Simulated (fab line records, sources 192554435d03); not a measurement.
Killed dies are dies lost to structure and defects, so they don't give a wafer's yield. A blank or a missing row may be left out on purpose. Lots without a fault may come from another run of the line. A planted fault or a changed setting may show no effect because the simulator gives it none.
fab line records | flow n5_finfet
record lots=7 wafers=21
route steps=1938 shown BEOL_M7@1299 BEOL_M8@1338 BEOL_M9@1407 BEOL_M10@1477 BEOL_M11@1546
start_h: hours from the record's first day to the start of the lot's first wafer shown | wait_h: hours since the lot's step before | " the same as in the row above | L1.1+2: a row that stands for several wafers | - no value, or no start given | * or withheld: withheld | < > ~ a bound
route shown NAME@n: a module of which the file shows steps, and the number in the route of the first | usual: mean/standard deviation of fault-free wafers | same: alike in all rows | chamber/n: place in a boat | sites: the reading at each site | _std_site: their standard deviation | _edge_site: outer sites' mean less inner sites' | radius_mm: how far each site lies from the wafer's centre | mask NAME#n: copy n | behind: the tool/chamber that last shaped the wafer | hold: why the lot was held/for how many hours/how that ended | device: the transistor (n, p or np) that didn't switch | end of line: the same wafers' tests at the end of the route | a step without rows: its recipe alone | killed: dies lost to structure and defects at the first sort, not the wafer's yield | map: a wafer's dies, x killed, . not, _ none there
set.NAME: the setting as run; set.NAME@STEP: as run at that earlier step | model.NAME: the simulator's own value behind a step, which no gauge read
lots whose settings were changed on purpose; a table a step, a row a wafer
## steps
# step N5_BEOL_M7_DESCUM_33
# recipe chemistry=O2 time_s=7 source_power_w=50 bias_power_w=20 pressure_mtorr=20 rf_frequency_hz=2.712e+07 temp_c=40 resist=CAR-EUV o2_flow_sccm=225
# columns lot.wafer tool chamber start_h wait_h set.time_s
L078.1+2+6 rie_diel-03 3,0,2 202.59 0.0 7
L077.3+5 rie_diel-04 3,1 207.42 0.0 7
L077.6 " 2 " " 6.44
L082.3+5 rie_diel-04 1,3 239.98 0.7 7
L082.4 " 0 " " 7.434
L090.1+6 rie_diel-04 2,3 286.60 0.0 7
L090.3 " 0 " " 6.439
L092.1+2+6 rie_diel-05 0,2,0 302.91 0.3 7
L095.3+5 rie_diel-03 1,0 317.19 0.0 8.193
L095.6 " 1 " " 7
L094.3+4 rie_diel-03 0,2 319.57 0.0 7.449
L094.6 " 3 " " 7
# step N5_BEOL_M7_ETCH_72
# recipe chemistry=N2/H2 target=underlayer target_depth_a=65 mask_material=CAR-EUV time_s=5.2 ion_energy_ev=200 pressure_mtorr=30 source_w=840 bias_w=150 n2_flow_sccm=200 h2_flow_sccm=200 ends=cleared
# columns lot.wafer tool chamber start_h wait_h set.time_s@BEOL_M7_DESCUM_33 model.CAR-EUV_of_BEOL_M7_COAT_22.thk_nm
L078.1+2+6 rie_diel-03 3,0,2 202.62 0.0 7 20.4
L077.3 rie_diel-04 3 207.46 0.0 7 20.4
L077.5 " 1 " " 7 20.2
L077.6 " 2 " " 6.44 20.6
L082.3+5 rie_diel-04 1,3 240.01 0.0 7 20.4
L082.4 " 0 " " 7.434 20.2
L090.1+6 rie_diel-04 2,3 286.63 0.0 7 20.4
L090.3 " 0 " " 6.439 20.8
L092.1+6 rie_diel-05 0 302.94 0.0 7 20.4
L092.2 " 2 " " 7 20.2
L095.3+5 rie_diel-03 1,0 317.23 0.0 8.193 19.8
L095.6 " 1 " " 7 20.4
L094.3+4 rie_diel-03 0,2 319.60 0.0 7.449 20.2
L094.6 " 3 " " 7 20.4
# step N5_BEOL_M8_COAT_60
# recipe resist=SiARC temp_c=220 time_s=60 spin_rpm=1500 resist_thk_nm=35
# columns lot.wafer tool chamber start_h wait_h set.spin_rpm model.SiARC_of_BEOL_M8_COAT_60.thk_nm
L078.1 litho_track-05 0 - - 1500 35.2
L078.2+6 " 0 " " 1500 35.4
L077.3+5+6 litho_track-01 0 - - 1500 35
L082.3 litho_track-01 0 - - 1500 34.8
L082.4 " 0 " " 1500 35
L082.5 " 0 " " 1612 33.8
L090.1+3+6 litho_track-01 0 - - 1500 35
L092.1 litho_track-05 0 - - 1500 35.2
L092.2 " 0 " " 1500 34.8
L092.6 " 0 " " 1500 35
L095.3+6 litho_track-03 0 - - 1500 35
L095.5 " 0 " " 1591 34
L094.3+4+6 litho_track-03 0 - - 1500 35
# step N5_BEOL_M8_COAT_05
# recipe resist=CAR-ArF spin_rpm=1500 resist_thk_nm=90
# step N5_BEOL_M8_EBR_07
# recipe solvent=PGMEA ebr_width_mm=1.5
# step N5_BEOL_M8_DESCUM_16
# recipe chemistry=O2 time_s=7.9 source_power_w=50 bias_power_w=20 pressure_mtorr=20 rf_frequency_hz=2.712e+07 temp_c=40 resist=CAR-ArF o2_flow_sccm=225
# step N5_BEOL_M8_ETCH_61
# recipe chemistry=CF4 target=SiARC target_depth_a=455 mask_material=CAR-ArF time_s=75.8 ion_energy_ev=80 pressure_mtorr=40 source_w=545 bias_w=36 Ar_flow_sccm=100 cf4_flow_sccm=100 ends=cleared
# columns lot.wafer tool chamber start_h wait_h set.spin_rpm@BEOL_M8_COAT_60 model.etch.depth_nm
L078.1 rie_diel-02 3 208.47 0.0 1500 35.25
L078.2+6 " 1,0 " " 1500 35.35
L077.3 rie_diel-06 0 211.93 0.0 1500 34.95
L077.5 " 1 " " 1500 34.96
L077.6 " 0 " " 1500 34.97
L082.3 rie_diel-02 1 246.33 0.0 1500 34.8
L082.4 " 0 " " 1500 34.98
L082.5 " 0 " " 1612 33.7
L090.1 rie_diel-06 3 294.07 0.0 1500 35.04
L090.3 " 1 " " 1500 34.92
L090.6 " 1 " " 1500 35.09
L092.1 rie_diel-06 1 309.39 0.0 1500 35.15
L092.2 " 2 " " 1500 34.88
L092.6 " 2 " " 1500 34.98
L095.3 rie_diel-02 0 322.19 0.0 1500 35.08
L095.5 " 1 " " 1591 34.04
L095.6 " 0 " " 1500 35.1
L094.3 rie_diel-01 3 327.51 0.0 1500 34.94
L094.4 " 0 " " 1500 34.92
L094.6 " 2 " " 1500 35.01
# step N5_BEOL_M8_ETCH_62
# recipe chemistry=N2/H2 target=SOC target_depth_a=1100 overetch_a=220 mask_material=SiARC temp_c=40 time_s=165 ion_energy_ev=200 pressure_mtorr=30 source_w=840 bias_w=150 n2_flow_sccm=200 h2_flow_sccm=200
# columns lot.wafer tool chamber start_h wait_h set.spin_rpm@BEOL_M8_COAT_60 model.SiARC_of_BEOL_M8_COAT_60.thk_nm
L078.1 rie_diel-02 3 208.53 0.0 1500 28.4
L078.2 " 1 " " 1500 29
L078.6 " 0 " " 1500 28.6
L077.3+6 rie_diel-06 0 211.99 0.0 1500 28
L077.5 " 1 " " 1500 27.8
L082.3 rie_diel-02 1 246.39 0.0 1500 28.4
L082.4 " 0 " " 1500 28.2
L082.5 " 0 " " 1612 27
L090.1+6 rie_diel-06 3,1 294.13 0.0 1500 28
L090.3 " 1 " " 1500 27.8
L092.1 rie_diel-06 1 309.45 0.0 1500 28
L092.2 " 2 " " 1500 28.4
L092.6 " 2 " " 1500 28.6
L095.3 rie_diel-02 0 322.24 0.0 1500 28.4
L095.5 " 1 " " 1591 27.6
L095.6 " 0 " " 1500 28.6
L094.3 rie_diel-01 3 327.57 0.0 1500 28.2
L094.4+6 " 0,2 " " 1500 28.4
# step N5_BEOL_M9_COAT_60
# recipe resist=SiARC temp_c=220 time_s=60 spin_rpm=1500 resist_thk_nm=30
# columns lot.wafer tool chamber start_h wait_h set.spin_rpm model.SiARC_of_BEOL_M9_COAT_60.thk_nm
L078.1 litho_track-05 0 - - 1500 30
L078.2+6 " 0 " " 1548 29.6
L077.3+6 litho_track-05 0 - - 1500 30.2
L077.5 " 0 " " 1629 29
L082.3 litho_track-02 0 - - 1566 29.2
L082.4+5 " 0 " " 1500 30
L090.1 litho_track-05 0 - - 1500 30
L090.3 " 0 " " 1406 31
L090.6 " 0 " " 1500 30.2
L092.1+2 litho_track-04 0 - - 1500 30.2
L092.6 " 0 " " 1500 30
L095.3 litho_track-05 0 - - 1500 29.8
L095.5 " 0 " " 1374 31.2
L095.6 " 0 " " 1374 31.4
L094.3 litho_track-02 0 - - 1396 31
L094.4+6 " 0 " " 1500 30
# step N5_BEOL_M9_COAT_05
# recipe resist=CAR-ArF spin_rpm=1500 resist_thk_nm=90
# step N5_BEOL_M9_EBR_07
# recipe solvent=PGMEA ebr_width_mm=1.5
# step N5_BEOL_M9_DESCUM_16
# recipe chemistry=O2 time_s=7.9 source_power_w=50 bias_power_w=20 pressure_mtorr=20 rf_frequency_hz=2.712e+07 temp_c=40 resist=CAR-ArF o2_flow_sccm=225
# step N5_BEOL_M9_ETCH_61
# recipe chemistry=CF4 target=SiARC target_depth_a=390 mask_material=CAR-ArF time_s=65 ion_energy_ev=80 pressure_mtorr=40 source_w=545 bias_w=36 Ar_flow_sccm=100 cf4_flow_sccm=100 ends=cleared
# columns lot.wafer tool chamber start_h wait_h set.spin_rpm@BEOL_M9_COAT_60 model.etch.depth_nm model.CAR-ArF_of_BEOL_M9_COAT_05.thk_nm
L078.1 rie_diel-05 0 218.43 0.0 1500 30.01 56
L078.2 " 3 " " 1548 29.68 56.2
L078.6 " 3 " " 1548 29.64 56.4
L077.3 rie_diel-05 2 219.71 0.0 1500 30.16 55.2
L077.5 " 2 " " 1629 28.95 56.6
L077.6 " 0 " " 1500 30.2 55.2
L082.3 rie_diel-05 3 252.64 0.0 1566 29.25 56.2
L082.4 " 3 " " 1500 30 55.4
L082.5 " 1 " " 1500 29.95 55
L090.1 rie_diel-03 0 303.66 0.0 1500 30.04 55.6
L090.3 " 1 " " 1406 31.02 54.8
L090.6 " 3 " " 1500 30.13 56
L092.1 rie_diel-05 3 321.00 0.0 1500 30.15 55.6
L092.2 " 2 " " 1500 30.12 55.4
L092.6 " 1 " " 1500 30.07 55.6
L095.3 rie_diel-03 0 332.84 0.0 1500 29.86 55.6
L095.5 " 3 " " 1374 31.25 54.2
L095.6 " 0 " " 1374 31.31 54.4
L094.3 rie_diel-04 2 336.28 0.0 1396 31.09 54.8
L094.4 " 1 " " 1500 29.98 55.4
L094.6 " 2 " " 1500 30.08 55.2
# step N5_BEOL_M9_ETCH_62
# recipe chemistry=N2/H2 target=SOC target_depth_a=1100 overetch_a=220 mask_material=SiARC temp_c=40 time_s=165 ion_energy_ev=200 pressure_mtorr=30 source_w=840 bias_w=150 n2_flow_sccm=200 h2_flow_sccm=200
# columns lot.wafer tool chamber start_h wait_h set.spin_rpm@BEOL_M9_COAT_60 model.SiARC_of_BEOL_M9_COAT_60.thk_nm
L078.1 rie_diel-05 0 218.48 0.0 1500 23.6
L078.2 " 3 " " 1548 23.4
L078.6 " 3 " " 1548 23.2
L077.3+6 rie_diel-05 2,0 219.76 0.0 1500 23.8
L077.5 " 2 " " 1629 22.4
L082.3 rie_diel-05 3 252.69 0.0 1566 22.8
L082.4+5 " 3,1 " " 1500 23.6
L090.1 rie_diel-03 0 303.71 0.0 1500 23.4
L090.3 " 1 " " 1406 24.6
L090.6 " 3 " " 1500 23.2
L092.1 rie_diel-05 3 321.05 0.0 1500 23.8
L092.2+6 " 2,1 " " 1500 23.6
L095.3 rie_diel-03 0 332.89 0.0 1500 23.2
L095.5 " 3 " " 1374 24.4
L095.6 " 0 " " 1374 24.6
L094.3 rie_diel-04 2 336.33 0.0 1396 24.8
L094.4 " 1 " " 1500 23.6
L094.6 " 2 " " 1500 23.8
# step N5_BEOL_M10_COAT_05
# recipe resist=CAR-ArF spin_rpm=1500 resist_thk_nm=90
# columns lot.wafer tool chamber start_h wait_h set.spin_rpm model.CAR-ArF_of_BEOL_M10_COAT_05.thk_nm
L078.1 litho_track-01 0 - - 1444 92
L078.2 " 0 " " 1444 91.8
L078.6 " 0 " " 1500 90.4
L077.3+6 litho_track-01 0 - - 1500 90
L077.5 " 0 " " 1500 89.8
L082.3 litho_track-04 0 - - 1500 89.8
L082.4 " 0 " " 1500 90
L082.5 " 0 " " 1425 92
L090.1 litho_track-01 0 - - 1424 92.6
L090.3 " 0 " " 1424 92.4
L090.6 " 0 " " 1500 90.4
L092.1 litho_track-03 0 - - 1500 89.8
L092.2+6 " 0 " " 1500 90
L095.3+5 litho_track-03 0 - - 1500 90
L095.6 " 0 " " 1628 86.4
L094.3+4 litho_track-04 0 - - 1500 90
L094.6 " 0 " " 1500 90.4
# step N5_BEOL_M10_EBR_07
# recipe solvent=PGMEA ebr_width_mm=1.5
# step N5_BEOL_M10_SOFTBAKE_06
# recipe temp_c=110 time_s=60 resist=CAR-ArF
# step N5_BEOL_M10_EXPOSE_08
# recipe mask_id=M10 na=1.35 source_shape=dipole sigma_inner=0.411 sigma_outer=0.611 polarization=te dose_mj=53.75
# step N5_BEOL_M10_PEB_09
# recipe peb_temp_c=withheld peb_time_s=60 resist=CAR-ArF
# step N5_BEOL_M10_DEVELOP_10
# recipe develop_time_s=30 developer=TMAH resist=CAR-ArF rinse_liquid=diw dry=air_spin dev_temp_c=23
# columns lot.wafer tool chamber start_h wait_h set.spin_rpm@BEOL_M10_COAT_05 model.CAR-ArF_of_BEOL_M10_COAT_05.thk_nm
L078.1+2 litho_track-04 0 - - 1444 90.2
L078.6 " 0 " " 1500 88.6
L077.3+5+6 litho_track-04 0 - - 1500 88.2
L082.3 litho_track-04 0 - - 1500 88
L082.4 " 0 " " 1500 88.4
L082.5 " 0 " " 1425 90.4
L090.1+3 litho_track-04 0 - - 1424 90.8
L090.6 " 0 " " 1500 88.6
L092.1+2 litho_track-03 0 - - 1500 88.2
L092.6 " 0 " " 1500 88.4
L095.3+5 litho_track-03 0 - - 1500 88.2
L095.6 " 0 " " 1628 84.6
L094.3+4 litho_track-01 0 - - 1500 88.4
L094.6 " 0 " " 1500 88.6
# step N5_BEOL_M11_EXPOSE_08
# recipe mask_id=M11 na=1.35 source_shape=dipole sigma_inner=0.411 sigma_outer=0.611 polarization=te dose_mj=53.75
# columns lot.wafer tool chamber start_h wait_h mask set.dose_mj
L078.1+2+6 arfi_scanner-03 0 236.40 - M11#0 53.75
L077.3+5+6 arfi_scanner-01 0 236.84 - M11#0 53.75
L082.3+5 arfi_scanner-01 0 268.19 - M11#0 53.75
L082.4 " 0 " " M11#0 52.66
L090.1+3+6 arfi_scanner-03 0 321.33 - M11#0 53.75
L092.1+2+6 arfi_scanner-03 0 343.33 - M11#0 53.75
L095.3+5 arfi_scanner-01 0 347.57 - M11#0 53.75
L095.6 " 0 " " M11#0 49.91
L094.3+4 arfi_scanner-03 0 349.98 - M11#0 53.75
L094.6 " 0 " " M11#0 56.38
# step N5_BEOL_M11_PEB_09
# recipe peb_temp_c=withheld peb_time_s=60 resist=CAR-ArF
# step N5_BEOL_M11_DEVELOP_10
# recipe develop_time_s=30 developer=TMAH resist=CAR-ArF rinse_liquid=diw dry=air_spin dev_temp_c=23
# step N5_BEOL_M11_CD_MEAS_11
# recipe target_cd_nm=64.1 landing_energy_ev=500 detector=se_inlens polarity=opening
# usual cd_nm=64.0/0.58
# columns lot.wafer tool chamber start_h wait_h set.dose_mj@BEOL_M11_EXPOSE_08 cd_nm
L078.1 cd_sem-02 0 236.52 - 53.75 64.8
L078.2 " 0 " " 53.75 64.4
L078.6 " 0 " " 53.75 64.6
L077.3 cd_sem-01 0 236.95 - 53.75 64.2
L077.5 " 0 " " 53.75 64.0
L077.6 " 0 " " 53.75 64.8
L082.3 cd_sem-01 0 268.32 - 53.75 63.8
L082.4 " 0 " " 52.66 62.4
L082.5 " 0 " " 53.75 63.3
L090.1 cd_sem-03 0 321.46 - 53.75 64.3
L090.3 " 0 " " 53.75 63.4
L090.6 " 0 " " 53.75 63.9
L092.1 cd_sem-02 0 343.46 - 53.75 63.5
L092.2 " 0 " " 53.75 63.1
L092.6 " 0 " " 53.75 63.7
L095.3 cd_sem-02 0 347.69 - 53.75 64.7
L095.5 " 0 " " 53.75 65.0
L095.6 " 0 " " 49.91 59.7
L094.3 cd_sem-01 0 350.10 - 53.75 64.3
L094.4 " 0 " " 53.75 62.9
L094.6 " 0 " " 56.38 66.9
# step N5_BEOL_M11_DESCUM_16
# recipe chemistry=O2 time_s=7.9 source_power_w=50 bias_power_w=20 pressure_mtorr=20 rf_frequency_hz=2.712e+07 temp_c=40 resist=CAR-ArF o2_flow_sccm=225
# step N5_BEOL_M11_ETCH_61
# recipe chemistry=CF4 target=SiARC target_depth_a=390 mask_material=CAR-ArF time_s=65 ion_energy_ev=80 pressure_mtorr=40 source_w=545 bias_w=36 Ar_flow_sccm=100 cf4_flow_sccm=100 ends=cleared
# columns lot.wafer tool chamber start_h wait_h set.dose_mj@BEOL_M11_EXPOSE_08 model.BEOL_M11.cd_offset_nm
L078.1 rie_diel-05 2 236.65 0.0 53.75 0.4
L078.2 " 0 " " 53.75 0.2
L078.6 " 3 " " 53.75 0.8
L077.3 rie_diel-05 1 237.42 0.0 53.75 -0.4
L077.5 " 3 " " 53.75 0.2
L077.6 " 2 " " 53.75 0.8
L082.3 rie_diel-04 3 268.44 0.0 53.75 -0.6
L082.4 " 2 " " 52.66 -2
L082.5 " 1 " " 53.75 -0.8
L090.1 rie_diel-04 3 321.58 0.0 53.75 -0.2
L090.3 " 2 " " 53.75 -0.6
L090.6 " 3 " " 53.75 -0.4
L092.1 rie_diel-03 1 343.58 0.0 53.75 -0.4
L092.2 " 3 " " 53.75 -0.8
L092.6 " 0 " " 53.75 -1
L095.3 rie_diel-05 2 347.81 0.0 53.75 0.2
L095.5 " 2 " " 53.75 0.6
L095.6 " 3 " " 49.91 -4.2
L094.3 rie_diel-05 2 350.22 0.0 53.75 0.2
L094.4 " 1 " " 53.75 -1.2
L094.6 " 3 " " 56.38 3.2
# step N5_BEOL_M11_ETCH_62
# recipe chemistry=N2/H2 target=SOC target_depth_a=1100 overetch_a=220 mask_material=SiARC temp_c=40 time_s=165 ion_energy_ev=200 pressure_mtorr=30 source_w=840 bias_w=150 n2_flow_sccm=200 h2_flow_sccm=200
# columns lot.wafer tool chamber start_h wait_h set.dose_mj@BEOL_M11_EXPOSE_08 model.BEOL_M11.cd_offset_nm
L078.1 rie_diel-05 2 236.70 0.0 53.75 0.4
L078.2 " 0 " " 53.75 0.2
L078.6 " 3 " " 53.75 0.8
L077.3+5 rie_diel-05 1,3 237.47 0.0 53.75 0.2
L077.6 " 2 " " 53.75 1.2
L082.3+5 rie_diel-04 3,1 268.49 0.0 53.75 -0.6
L082.4 " 2 " " 52.66 -2
L090.1+3+6 rie_diel-04 3,2,3 321.63 0.0 53.75 -0.4
L092.1 rie_diel-03 1 343.63 0.0 53.75 -0.2
L092.2 " 3 " " 53.75 -0.4
L092.6 " 0 " " 53.75 -1
L095.3 rie_diel-05 2 347.86 0.0 53.75 0.4
L095.5 " 2 " " 53.75 0.8
L095.6 " 3 " " 49.91 -3.8
L094.3 rie_diel-05 2 350.27 0.0 53.75 0.4
L094.4 " 1 " " 53.75 -0.8
L094.6 " 3 " " 56.38 3.4
# step N5_BEOL_M11_STRIP_68
# recipe chemistry=N2/H2 temp_c=40 n2_flow_sccm=200 h2_flow_sccm=200 rf_frequency_hz=6e+07
# step N5_BEOL_M11_STRIP_67
# recipe chemistry=CF4 resist=SiARC power_w=300 bias_power_w=75 pressure_mtorr=50 cf4_flow_sccm=150 rf_frequency_hz=6e+07
# step N5_BEOL_M11_HM_OPEN_17
# recipe chemistry=Cl2/BCl3 target_depth_a=200 overetch_a=60 target=TiN mask_material=SOC ion_energy_ev=150 pressure_mtorr=10 icp_w=1000 bias_w=126 Cl2_flow_sccm=53.25 bcl3_flow_sccm=21.75 Ar_flow_sccm=25
# step N5_BEOL_M11_STRIP_19
# recipe chemistry=O2 power_w=400 temp_c=40 pressure_mtorr=30 rf_frequency_hz=6e+07 bias_power_w=0 overash_fraction=0.2 o2_flow_sccm=225
# step N5_BEOL_M11_CD_MEAS_18
# recipe pitch_nm=140 target_cd_nm=70
# usual cd_nm=69.9/0.64
# columns lot.wafer tool chamber start_h wait_h set.dose_mj@BEOL_M11_EXPOSE_08 cd_nm
L078.1 cd_sem-01 - 237.21 0.0 53.75 70.8
L078.2 " - " " 53.75 70.1
L078.6 " - " " 53.75 70.5
L077.3 cd_sem-02 - 237.84 0.1 53.75 69.8
L077.5 " - " " 53.75 70.4
L077.6 " - " " 53.75 71.4
L082.3 cd_sem-01 - 268.94 0.1 53.75 69.5
L082.4 " - " " 52.66 67.8
L082.5 " - " " 53.75 69.7
L090.1 cd_sem-02 - 322.00 0.0 53.75 69.7
L090.3 " - " " 53.75 69.6
L090.6 " - " " 53.75 69.4
L092.1 cd_sem-02 - 344.00 0.0 53.75 69.7
L092.2 " - " " 53.75 69.3
L092.6 " - " " 53.75 68.9
L095.3 cd_sem-03 - 348.23 0.1 53.75 70.7
L095.5 " - " " 53.75 71.1
L095.6 " - " " 49.91 65.7
L094.3 cd_sem-03 - 350.74 0.1 53.75 70.1
L094.4 " - " " 53.75 69.0
L094.6 " - " " 56.38 73.3
# step N5_BEOL_M11_COAT_63
# recipe resist=SOC temp_c=250 time_s=60 spin_rpm=1500 resist_thk_nm=100
# step N5_BEOL_M11_COAT_64
# recipe resist=SiARC temp_c=220 time_s=60 spin_rpm=1500 resist_thk_nm=30
# step N5_BEOL_M11_PRECLEAN_42
# recipe chemistry=residue_remover time_s=60 temp_c=40
# step N5_BEOL_M11_SRD_43
# recipe time_s=30 temp_c=23 rinse_liquid=diw dry=ipa_marangoni
# step N5_BEOL_M11_CD_MEAS_35
# recipe target_cd_nm=70 polarity=opening
# usual cd_nm=69.9/0.65
# columns lot.wafer tool chamber start_h wait_h set.dose_mj@BEOL_M11_EXPOSE_08 cd_nm
L078.1 cd_sem-01 - 240.22 0.0 53.75 70.3
L078.2 " - " " 53.75 69.9
L078.6 " - " " 53.75 70.9
L077.3 cd_sem-02 - 240.69 0.0 53.75 70.2
L077.5 " - " " 53.75 70.1
L077.6 " - " " 53.75 71.0
L082.3 cd_sem-01 - 270.78 0.0 53.75 69.4
L082.4 " - " " 52.66 68.1
L082.5 " - " " 53.75 69.3
L090.1 cd_sem-03 - 328.05 0.0 53.75 69.7
L090.3 " - " " 53.75 69.2
L090.6 " - " " 53.75 69.6
L092.1 cd_sem-01 - 345.18 0.0 53.75 69.9
L092.2 " - " " 53.75 69.6
L092.6 " - " " 53.75 68.9
L095.3 cd_sem-03 - 349.59 0.0 53.75 70.5
L095.5 " - " " 53.75 70.2
L095.6 " - " " 49.91 66.1
L094.3 cd_sem-01 - 351.93 0.0 53.75 70.3
L094.4 " - " " 53.75 69.0
L094.6 " - " " 56.38 73.4
## key
split step=N5_BEOL_M7_DESCUM_33 setting=time_s stated=7 by=wafer
response step=N5_BEOL_M7_ETCH_72 reading=model.CAR-EUV_of_BEOL_M7_COAT_22.thk_nm change=-0.0368 per=1% r=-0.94
split step=N5_BEOL_M8_COAT_60 setting=spin_rpm stated=1500 by=wafer
response step=N5_BEOL_M8_COAT_60 reading=model.SiARC_of_BEOL_M8_COAT_60.thk_nm change=-0.154 per=1% r=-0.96
response step=N5_BEOL_M8_ETCH_61 reading=model.etch.depth_nm change=-0.164 per=1% r=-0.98
response step=N5_BEOL_M8_ETCH_62 reading=model.SiARC_of_BEOL_M8_COAT_60.thk_nm change=-0.164 per=1% r=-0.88
split step=N5_BEOL_M9_COAT_60 setting=spin_rpm stated=1500 by=wafer
response step=N5_BEOL_M9_COAT_60 reading=model.SiARC_of_BEOL_M9_COAT_60.thk_nm change=-0.154 per=1% r=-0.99
response step=N5_BEOL_M9_ETCH_61 reading=model.etch.depth_nm change=-0.153 per=1% r=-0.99
response step=N5_BEOL_M9_ETCH_61 reading=model.CAR-ArF_of_BEOL_M9_COAT_05.thk_nm change=+0.146 per=1% r=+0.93
response step=N5_BEOL_M9_ETCH_62 reading=model.SiARC_of_BEOL_M9_COAT_60.thk_nm change=-0.165 per=1% r=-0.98
split step=N5_BEOL_M10_COAT_05 setting=spin_rpm stated=1500 by=wafer
response step=N5_BEOL_M10_COAT_05 reading=model.CAR-ArF_of_BEOL_M10_COAT_05.thk_nm change=-0.418 per=1% r=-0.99
response step=N5_BEOL_M10_DEVELOP_10 reading=model.CAR-ArF_of_BEOL_M10_COAT_05.thk_nm change=-0.428 per=1% r=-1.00
split step=N5_BEOL_M11_EXPOSE_08 setting=dose_mj stated=53.75 by=wafer
response step=N5_BEOL_M11_CD_MEAS_11 reading=cd_nm change=+0.694 per=1% r=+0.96
response step=N5_BEOL_M11_ETCH_61 reading=model.BEOL_M11.cd_offset_nm change=+0.678 per=1% r=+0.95
response step=N5_BEOL_M11_ETCH_62 reading=model.BEOL_M11.cd_offset_nm change=+0.656 per=1% r=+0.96
response step=N5_BEOL_M11_CD_MEAS_18 reading=cd_nm change=+0.747 per=1% r=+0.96
response step=N5_BEOL_M11_CD_MEAS_35 reading=cd_nm change=+0.655 per=1% r=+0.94
